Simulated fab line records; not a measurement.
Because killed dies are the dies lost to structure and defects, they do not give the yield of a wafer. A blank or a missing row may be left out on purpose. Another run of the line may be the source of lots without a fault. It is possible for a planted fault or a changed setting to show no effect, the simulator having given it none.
Which tool was responsible? -- flow nand harc -- 12 lots with 34 wafers sampled at 6 steps, on a route of 1302 steps

WHAT THE GAUGES SHOWED, per wafer
NHARC_A_SGD_CUT_INSPECT_25. Usual: 381 for raw defect count, sd 85.
lot,measured,on,raw defect count,flag
L525,day 19 23:17,defect inspect-02,517 487 483,
L526,day 20 08:23,defect inspect-01,709 509 607,
L531,day 22 00:30,defect inspect-01,398 410 503,
L530,day 22 00:30,defect inspect-02,299 264 305,
L532,day 22 19:34,defect inspect-01,374 453 315,
L533,day 23 13:08,defect inspect-02,292 213 263,
L534,day 23 13:06,defect inspect-01,487 527 484,
L535,day 24 00:47,defect inspect-02,424 516 396,
L536,day 24 14:32,defect inspect-01,399 414 433,
L538,day 25 06:14,defect inspect-02,741 734,OFF
L544,day 27 19:29,defect inspect-01,298 341 373,
L547,day 28 14:39,defect inspect-02,238 386 371,

NHARC_END_SORT_01. Usual: killed at array 54, standard deviation 12; killed at other 0.7, standard deviation 1.1; killed at periphery 3.9, standard deviation 2.8; killed dies 59, standard deviation 13; killed open 3.4, standard deviation 2; killed short 2.5, standard deviation 1.7.
lot,measured,on,killed at array,killed at other,killed at periphery,killed dies,killed open,killed short,flag
L525,day 24 18:27,prober-01,89 73 82,0 0 0,3 5 3,92 78 85,3 2 2,4 4 1,
L526,day 25 09:55,prober-01,55 53 60,0 0 0,10 15 13,65 68 73,2 1 3,3 2 3,OFF
L531,day 26 22:44,prober-01,84 63 78,0 2 2,3 4 6,87 69 86,4 2 2,1 1 4,
L530,day 26 23:28,prober-02,51 50 52,1 0 2,2 5 1,54 55 55,4 4 3,4 2 2,
L532,day 27 15:32,prober-02,55 53 45,1 1 0,5 8 2,61 62 47,5 4 2,0 5 0,
L533,day 28 03:53,prober-01,54 52 60,3 3 4,4 2 2,61 57 66,5 2 4,3 1 0,
L534,day 28 03:49,prober-02,61 52 55,0 1 0,3 4 4,64 57 59,4 3 2,2 3 2,
L535,day 28 19:32,prober-01,42 56 55,0 0 0,5 6 3,47 62 58,4 5 8,1 3 5,
L536,day 29 08:16,prober-01,68 81 67,0 0 0,4 2 1,72 83 68,6 9 4,3 2 0,
L538,day 31 08:33,prober-02,300,0,3,303,2,3,OFF
L544,day 32 21:02,prober-02,46 60 75,0 1 0,3 5 2,49 66 77,4 5 5,2 4 3,
L547,day 33 05:47,prober-02,37 45 40,1 0 3,6 1 7,44 46 50,1 2 5,2 3 0,

TOOL THAT RAN EACH LOT (tool first, then ch and the chambers of the sampled wafers, then the start)
lot,NHARC_A_SGD_CUT_DEP_00,NHARC_A_SGD_CUT_ETCH_58,NHARC_A_SGD_CUT_ETCH_59,NHARC_A_SGD_CUT_CMP_21
L525,"pecvd-04 ch 0,1,2, day 19 15:31","rie diel-13 ch 0,3, day 19 16:27","rie diel-13 ch 0,2,3, day 19 22:37 or earlier","cmp-01 ch 1,2,3, day 19 22:37"
L526,"pecvd-02 ch 0,1, day 20 00:47","rie diel-10 ch 1,3, day 20 01:46","rie diel-10 ch 0,2,3, day 20 07:40 or earlier","cmp-01 ch 2,3, day 20 07:40"
L531,"pecvd-04 ch 1,2, day 21 15:45","rie diel-13 ch 0,1,2, day 21 16:44","rie diel-13 ch 0,1, day 21 23:50 or earlier","cmp-01 ch 0,2,3, day 21 23:50"
L530,"pecvd-02 ch 1,2, day 21 15:53","rie diel-07 ch 1,2,3, day 21 16:55","rie diel-07 ch 2,3, day 21 23:48 or earlier","cmp-03 ch 1,3, day 21 23:48"
L532,"pecvd-02 ch 0,2, day 22 12:22","rie diel-10 ch 0,1,2, day 22 13:11","rie diel-10 ch 0,1,2, day 22 18:53 or earlier","cmp-04 ch 1,2,3, day 22 18:53"
L533,"pecvd-01 ch 0,1,2, day 23 05:34","rie diel-10 ch 0,1,3, day 23 06:33","rie diel-10 ch 0,2,3, day 23 12:23 or earlier","cmp-03 ch 0,1,3, day 23 12:23"
L534,"pecvd-02 ch 1,2, day 23 05:39","rie diel-13 ch 0,1,2, day 23 06:42","rie diel-13 ch 0,1,3, day 23 12:24 or earlier","cmp-04 ch 0,1,3, day 23 12:24"
L535,"pecvd-04 ch 0,2, day 23 16:34","rie diel-07 ch 1,2,3, day 23 17:31","rie diel-07 ch 0,1,2, day 24 00:08 or earlier","cmp-01 ch 1,2,3, day 24 00:08"
L536,"pecvd-04 ch 0,1, day 24 07:02","rie diel-10 ch 1,2, day 24 08:01","rie diel-10 ch 0,1, day 24 13:49 or earlier","cmp-03 ch 0,2,3, day 24 13:49"
L538,"pecvd-04 ch 2, day 24 22:16","rie diel-10 ch 3, day 24 23:01","rie diel-10 ch 1, day 25 05:38 or earlier","cmp-01 ch 2, day 25 05:38"
L544,"pecvd-01 ch 0,1, day 27 12:25","rie diel-10 ch 0,2,3, day 27 13:22","rie diel-10 ch 0,1,2, day 27 18:46 or earlier","cmp-03 ch 0,1,2, day 27 18:46"
L547,"pecvd-01 ch 0,1,2, day 28 05:49","rie diel-13 ch 1,2,3, day 28 06:42","rie diel-13 ch 0,2,3, day 28 13:56 or earlier","cmp-04 ch 0,2,3, day 28 13:56"
- NHARC_A_SGD_CUT_DEP_00: deposits SiNx, target thk 50 nm.
- NHARC_A_SGD_CUT_ETCH_58: etches the open film in CF4, target depth 39 nm, time 65 s.
- NHARC_A_SGD_CUT_ETCH_59: etches the open film in N2/H2, target depth 260 nm, time 406.25 s.
- NHARC_A_SGD_CUT_CMP_21: polishes, target thk 148.19 nm.

WHAT THE TOOLS THEMSELVES READ (means of the sampled wafers that have a number; where no wafer has one, the mark that the record gives instead)
NHARC_A_SGD_CUT_DEP_00. Usual: 732 W for heater power w, sd 97.
lot,tool,heater power w (W),flag
L525,pecvd-04,734,
L526,pecvd-02,680,
L531,pecvd-04,752,
L530,pecvd-02,726,
L532,pecvd-02,632,
L533,pecvd-01,727,
L534,pecvd-02,748,
L535,pecvd-04,792,
L536,pecvd-04,668,
L538,pecvd-04,761,
L544,pecvd-01,757,
L547,pecvd-01,765,

NHARC_A_SGD_CUT_ETCH_58. Usual: cf4 flow sccm 150.0 sccm, standard deviation 0.46; drypump motor current A 5.8 A, standard deviation 0.36; oes product au 0.998 a.u., standard deviation 0.013; rf vpp V 150.8 V, standard deviation 1.2; showerhead plenum p Torr 1.74 Torr, standard deviation 0.077; throttle valve pct 13.284 %, standard deviation 0.009.
lot,tool,cf4 flow sccm (sccm),drypump motor current A (A),oes product au (a.u.),rf vpp V (V),showerhead plenum p Torr (Torr),throttle valve pct (%),flag
L525,rie diel-13,149.4,5.4,1.008,149.9,1.69,13.286,
L526,rie diel-10,150.0,6.1,1.004,150.8,1.70,13.282,
L531,rie diel-13,150.1,5.6,1.002,150.6,1.80,13.281,
L530,rie diel-07,150.2,6.0,0.993,150.9,1.78,13.281,
L532,rie diel-10,149.9,6.0,0.994,149.9,1.70,13.284,
L533,rie diel-10,149.7,5.9,0.994,150.4,1.69,13.289,
L534,rie diel-13,150.4,5.6,0.995,150.9,1.80,13.286,
L535,rie diel-07,149.6,6.0,0.984,150.6,1.77,13.290,
L536,rie diel-10,150.1,6.2,0.998,149.7,1.70,13.293,
L538,rie diel-10,149.6,5.4,1.005,152.0,1.66,13.277,
L544,rie diel-10,149.7,5.7,1.013,151.1,1.68,13.284,
L547,rie diel-13,150.1,5.8,0.988,151.7,1.82,13.292,

NHARC_A_SGD_CUT_ETCH_59. Usual: drypump motor current A 5.8 A, standard deviation 0.35; h2 flow sccm 150.1 sccm, standard deviation 0.44; oes product au 0.999 a.u., standard deviation 0.014; rf vpp V 429.8 V, standard deviation 3; showerhead plenum p Torr 2.01 Torr, standard deviation 0.1; throttle valve pct 14.171 %, standard deviation 0.0096.
lot,tool,drypump motor current A (A),h2 flow sccm (sccm),oes product au (a.u.),rf vpp V (V),showerhead plenum p Torr (Torr),throttle valve pct (%),flag
L525,rie diel-13,5.5,150.3,1.006,431.2,2.03,14.172,
L526,rie diel-10,5.7,150.1,1.004,427.0,1.93,14.168,
L531,rie diel-13,5.6,149.7,1.008,429.2,1.98,14.181,
L530,rie diel-07,5.9,150.1,0.985,431.2,2.06,14.168,
L532,rie diel-10,6.0,149.7,0.998,427.8,1.95,14.168,
L533,rie diel-10,5.7,150.2,1.002,427.2,1.93,14.181,
L534,rie diel-13,5.7,150.2,0.993,429.2,2.01,14.169,
L535,rie diel-07,5.9,150.0,0.995,429.3,2.02,14.170,
L536,rie diel-10,6.0,150.3,0.993,428.3,1.96,14.173,
L538,rie diel-10,6.4,150.1,0.999,427.2,1.97,14.165,
L544,rie diel-10,6.0,149.8,1.023,427.4,1.94,14.175,
L547,rie diel-13,5.5,150.2,1.002,430.6,2.03,14.166,

NHARC_A_SGD_CUT_CMP_21. Usual: motor current A 12.3 A, standard deviation 1.1; time to endpoint s 52 s, standard deviation 4.2.
lot,tool,motor current A (A),time to endpoint s (s),flag
L525,cmp-01,12.6,52,
L526,cmp-01,12.1,54,
L531,cmp-01,11.5,54,
L530,cmp-03,12.4,52,
L532,cmp-04,11.6,52,
L533,cmp-03,12.6,52,
L534,cmp-04,11.8,51,
L535,cmp-01,12.7,51,
L536,cmp-03,13.2,51,
L538,cmp-01,11.3,51,
L544,cmp-03,12.9,47,
L547,cmp-04,11.5,55,

THE ANSWER, worked out from the rows above alone
Rule: a lot is off if the mean of its wafers that have a number lies more than 3 standard deviations from the usual mean. Also off: a lot with no number at a reading for which 4 or more lots have one. Where the step has rows for the other lots, those lots are counted as sound. The gauges are gone through in route order, then the tools' own readings, and for those a lot's mean is taken as printed above. The first step at which some lot is off is used, and at that step the reading that is off furthest; a lot without a number counts as furthest.
Off, at NHARC_A_SGD_CUT_INSPECT_25 on raw defect count: L538.
A tool fits if, at a process step before that reading, it ran every lot that is off, and no sound lot after the first of them. Not tried: the gauges at NHARC_A_SGD_CUT_INSPECT_25; whatever is off there is also off at NHARC_END_SORT_01, on other tools, and gauge error can't account for it. With no start given for some of its lots, NHARC_A_SGD_CUT_ETCH_59 uses the hours and lot order of NHARC_A_SGD_CUT_CMP_21. Undecided on this evidence; 2 tools fit (pecvd-04 at NHARC_A_SGD_CUT_DEP_00, cmp-01 at NHARC_A_SGD_CUT_CMP_21).

WHAT WAS PUT IN BY THE SIMULATOR
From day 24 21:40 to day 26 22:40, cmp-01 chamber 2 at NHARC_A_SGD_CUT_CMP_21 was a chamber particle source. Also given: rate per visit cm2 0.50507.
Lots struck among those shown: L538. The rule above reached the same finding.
